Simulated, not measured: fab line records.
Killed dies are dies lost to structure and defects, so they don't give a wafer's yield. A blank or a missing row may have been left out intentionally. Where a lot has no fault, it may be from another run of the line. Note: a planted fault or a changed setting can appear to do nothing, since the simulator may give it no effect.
Chamber matching :: flow nand_harc :: rie_diel-08 running NHARC_P_BONDPAD_ETCH_37: 4 sister chambers
The step etches the open film in N2/H2, target depth 60 nm, overetch 18 nm, time 65.91 s. 8 wafers are shown with their chamber, then 7 later ones without.

WAFERS PAIRED WITH THEIR CHAMBERS
wafer: L220.5
chamber: 1
showerhead_plenum_p_Torr (Torr): 2.19
drypump_motor_current_A (A): 5.8

wafer: L223.2
chamber: 2
showerhead_plenum_p_Torr (Torr): 2.12
drypump_motor_current_A (A): 5.2

wafer: L223.5
chamber: 3
showerhead_plenum_p_Torr (Torr): 2.00
drypump_motor_current_A (A): 6.2

wafer: L235.2
chamber: 1
showerhead_plenum_p_Torr (Torr): 2.18
drypump_motor_current_A (A): 5.8

wafer: L235.4
chamber: 0
showerhead_plenum_p_Torr (Torr): 2.01
drypump_motor_current_A (A): 5.7

wafer: L235.6
chamber: 3
showerhead_plenum_p_Torr (Torr): 2.00
drypump_motor_current_A (A): 6.2

wafer: L237.1
chamber: 0
showerhead_plenum_p_Torr (Torr): 2.01
drypump_motor_current_A (A): 5.7

wafer: L237.3
chamber: 2
showerhead_plenum_p_Torr (Torr): 2.12
drypump_motor_current_A (A): 5.1

WAFERS MISSING THEIR CHAMBER
wafer: L237.4
showerhead_plenum_p_Torr (Torr): 2.18
drypump_motor_current_A (A): 5.8

wafer: L240.2
showerhead_plenum_p_Torr (Torr): 2.11
drypump_motor_current_A (A): 5.1

wafer: L240.5
showerhead_plenum_p_Torr (Torr): 2.01
drypump_motor_current_A (A): 5.7

wafer: L240.6
showerhead_plenum_p_Torr (Torr): 2.00
drypump_motor_current_A (A): 6.2

wafer: L242.1
showerhead_plenum_p_Torr (Torr): 2.18
drypump_motor_current_A (A): 5.8

wafer: L242.2
showerhead_plenum_p_Torr (Torr): 2.01
drypump_motor_current_A (A): 5.7

wafer: L242.5
showerhead_plenum_p_Torr (Torr): 2.18
drypump_motor_current_A (A): 5.8

THE CHAMBER EACH PASSED THROUGH
wafer: L237.4
from the rows above: 1
in truth: 1

wafer: L240.2
from the rows above: 2
in truth: 2

wafer: L240.5
from the rows above: 0
in truth: 0

wafer: L240.6
from the rows above: 3
in truth: 3

wafer: L242.1
from the rows above: 1
in truth: 1

wafer: L242.2
from the rows above: 0
in truth: 0

wafer: L242.5
from the rows above: 1
in truth: 1
Correctly placed: 7 of 7. Not placeable from these rows: 0. 0 placed wrongly.
How it was worked out, from the rows above alone: a wafer's distance from a chamber is the root of the sum, over the readings, of the square of ((its reading less the chamber's mean) divided by the reading's scatter). If the next closest chamber is less than 2 further off than the closest, the wafer can't be placed; otherwise it belongs to the closest. The mean given for a chamber averages the wafers shown for that chamber. The scatter: the root of (the sum of the squares of (reading less its chamber's mean) over the shown wafers, divided by (wafers less chambers)).
